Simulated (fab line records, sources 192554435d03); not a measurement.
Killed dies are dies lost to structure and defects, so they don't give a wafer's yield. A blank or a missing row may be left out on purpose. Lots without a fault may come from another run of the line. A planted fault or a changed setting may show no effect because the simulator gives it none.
Chamber matching | flow n5_finfet | N5_MOL_CONTACT_COAG_ALD_131 on ald_sin-04: 4 sister chambers
The step deposits SiO2, target thk 5 nm, pulse time 1 s, co reactant pulse time 1 s. 14 wafers are shown with their chamber, then 7 later ones without.

WAFERS WITH THEIR CHAMBER
wafer  | chamber | heater_power_w (W) | precursor_pulse_height_rel
L414.1 | 3       | 75                 | 0.986
L414.3 | 0       | 83                 | 1.013
L414.5 | 3       | 74                 | 1.021
L415.3 | 2       | 76                 | 1.000
L415.4 | 1       | 80                 | 0.972
L415.6 | 1       | 79                 | 0.996
L417.1 | 0       | 82                 | 0.992
L417.3 | 2       | 78                 | 0.952
L417.5 | 2       | 78                 | 0.985
L432.2 | 0       | 83                 | 0.981
L432.5 | 1       | 79                 | 1.020
L432.6 | 2       | 79                 | 0.979
L433.3 | 2       | 76                 | 1.017
L433.4 | 3       | 79                 | 1.026

SIGNATURES (means of the wafers above)
reading                    | chamber 0 | chamber 1 | chamber 2 | chamber 3 | scatter within a chamber
heater_power_w             | 82.67     | 79.33     | 77.40     | 76.00     | 1.5
precursor_pulse_height_rel | 0.99533   | 0.99600   | 0.98660   | 1.01100   | 0.0223
Rule: a wafer's distance from a chamber is the root of the sum, over the readings, of the square of ((its reading less the chamber's mean) divided by the reading's scatter). The wafer belongs to the nearest chamber; if the next one is less than 2 further off, it can't be placed. The scatter: the root of (the sum of the squares of (reading less its chamber's mean) over the shown wafers, divided by (wafers less chambers)).

WAFERS WITHOUT THEIR CHAMBER
wafer  | heater_power_w (W) | precursor_pulse_height_rel
L433.5 | 76                 | 0.989
L434.4 | 81                 | 0.997
L434.5 | 77                 | 0.941
L434.6 | 78                 | 1.014
L436.1 | 77                 | 0.994
L436.2 | 76                 | 1.000
L436.3 | 82                 | 0.970

WHICH CHAMBER EACH WENT THROUGH
wafer  | from the rows above          | in truth
L433.5 | can't be placed: 2 or 3 or 1 | 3
L434.4 | can't be placed: 1 or 0 or 2 | 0
L434.5 | can't be placed: 2 or 1 or 3 | 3
L434.6 | can't be placed: 1 or 2 or 3 | 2
L436.1 | can't be placed: 2 or 3 or 1 | 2
L436.2 | can't be placed: 3 or 2 or 1 | 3
L436.3 | can't be placed: 0 or 1 or 2 | 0
Placed correctly: 0 of 7. Can't be placed from these rows: 7 (the true chamber is among the candidates in 7). Placed wrongly: 0.
